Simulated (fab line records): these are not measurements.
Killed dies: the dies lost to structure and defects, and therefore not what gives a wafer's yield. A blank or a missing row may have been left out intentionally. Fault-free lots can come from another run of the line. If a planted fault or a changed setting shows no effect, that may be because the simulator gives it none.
Comparing a struck lot with a sound one | flow n5 finfet | 15 out of 1938 route steps
Sound: wafers L182.3, L182.4, L182.6. Struck: wafers L195.3, L195.4, L195.5. The cause comes at the end.
At each step with rows: each side's tool, then ch and its chambers, then its first start. Under that, the readings that differ: sound wafers | struck wafers | difference of the means | sigmas: that difference in standard deviations of wafers without a fault.
alike: words and numbers the same on both sides, and readings whose means are apart by under 2 such deviations; not compared: readings that were withheld, readings missing a value for some wafer, numbers with overlapping values and no deviation given by the record, and bounds like >300 which may hide the same value.
The two part at a step that has a row with sigmas, a row that says differs or no value, or rows on one side only. Numbers that have no deviation but don't overlap get no sigmas and don't part them. Lack of a reading on every wafer of one side parts them only where that side has two or more wafers.

N5_GATE_CUT_OVL_MEAS_14:
  sound on overlay-02 ch 0, day 5 13:43; struck on overlay-01 ch 0, day 8 17:50
  alike: GATE_CUT_OVL
N5_GATE_CUT_INSPECT_15: inspects for defects (brightfield).
  sound on defect inspect-01 at day 5 13:46; struck on defect inspect-01 at day 8 17:53
  alike: raw defect count
N5_GATE_CUT_DESCUM_18: chemistry O2, time 7 s.
  sound on rie diel-01 ch 1,2,3, day 5 13:48; struck on rie diel-01 ch 0,2,3, day 8 17:55
  alike: drypump motor current A, oes product au, rf vpp V, showerhead plenum p Torr, throttle valve pct
  not compared: rf hours counter h
N5_GATE_CUT_ETCH_28: etches underlayer in N2/H2, target depth 13 nm, time 10.4 s.
  sound on rie diel-01 ch 1,2,3, day 5 13:50; struck on rie diel-01 ch 0,2,3, day 8 17:56
  alike: drypump motor current A, etch rf on time s, oes product au, rf vpp V, showerhead plenum p Torr, throttle valve pct
  not compared: rf hours counter h
then, 1 step without rows for these wafers: N5_GATE_CUT_ETCH_36 (etches SiARC in CF4, target depth 13 nm, time 21.7 s).
N5_GATE_CUT_ETCH_37: etches SOC in N2/H2, target depth 60 nm, overetch 12 nm, time 90 s.
  sound on rie diel-01 ch 1,2,3, day 5 13:53; struck on rie diel-01 ch 0,2,3, day 8 17:59
  alike: drypump motor current A, oes product au, rf vpp V, showerhead plenum p Torr, throttle valve pct
  not compared: rf hours counter h
then, 3 steps without rows for these wafers: N5_GATE_CUT_STRIP_38 (strips in N2/H2); N5_GATE_CUT_STRIP_39 (strips in N2/H2); N5_GATE_CUT_HM_OPEN_40 (chemistry C4F6/O2, target SiO2, target depth 139 nm, time 85.1 s).
N5_GATE_CUT_STRIP_41: strips in CF4.
  sound on rie diel-01 ch 1,2,3, day 5 14:02; struck on rie diel-01 ch 0,2,3, day 8 18:08
  alike: drypump motor current A, oes product au, rf vpp V, showerhead plenum p Torr, throttle valve pct
  not compared: rf hours counter h
then, 2 steps without rows for these wafers: N5_GATE_CUT_STRIP_42 (strips in O2); N5_GATE_CUT_ETCH_19 (etches SiNx in CH3F/O2, target depth 53.7 nm, time 76.7 s).
N5_GATE_CUT_CUT_ETCH_53: etches W in SF6/Cl2, target depth 79.2 nm.
  sound on rie metal-02 ch 0,1, day 5 14:13; struck on rie metal-01 ch 0,1, day 8 18:19
  reading                | sound             | struck            | difference | sigmas
  etch rf on time s (s)  | 26.3 26.4 26.4    | 16.9 16.9 16.7    | -9.5       | -26
  oes product au (a.u.)  | 0.60 0.51 0.52    | 1.08 1.02 1.09    | +0.52      | +5
  throttle valve pct (%) | 28.73 29.35 29.37 | 28.76 28.73 28.75 | -0.40      | -2
  alike: drypump motor current A
  not compared: rf hours counter h
N5_GATE_CUT_CUT_ETCH_54: etches TiN in Cl2/BCl3, target depth 96.7 nm.
  sound on rie metal-02 ch 0,1, day 5 14:17; struck on rie metal-01 ch 0,1, day 8 18:23
  reading                | sound             | struck            | difference | sigmas
  oes_ar_750_au (a.u.)   | 0.68 0.57 0.57    | 0.91 0.88 0.91    | +0.29      | +2
  oes product au (a.u.)  | 0.60 0.51 0.52    | 0.82 0.78 0.82    | +0.26      | +2
  throttle valve pct (%) | 22.27 22.81 22.82 | 22.06 22.05 22.09 | -0.57      | -3
  alike: drypump motor current A, etch rf on time s
  not compared: rf hours counter h
-- the record jumps here: 3 days lie between the struck wafers' starts before and after (it left off in module GATE_CUT and takes up again in module BEOL_M4, whose first step shown is number 1111 of the route) --
N5_BEOL_M4_RC_MEAS_101:
  sound on prober-01 ch 0, day 9 07:32; struck on prober-02 ch 0, day 12 00:31
  alike: DIBL_N, DIBL_P, IOFF_N, IOFF_P, ION_N, ION_P, SS_N, SS_P, VT_N, VT_P

## WHERE THEY PART
First at N5_GATE_CUT_CUT_ETCH_53; last, within this record, at N5_GATE_CUT_CUT_ETCH_54. Later steps at which nothing parts them and some readings are alike: N5_BEOL_M4_RC_MEAS_101.

WHY: what the simulator had put in
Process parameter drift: rie metal-01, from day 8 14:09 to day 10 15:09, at N5_GATE_CUT_CUT_ETCH_53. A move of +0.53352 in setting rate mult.
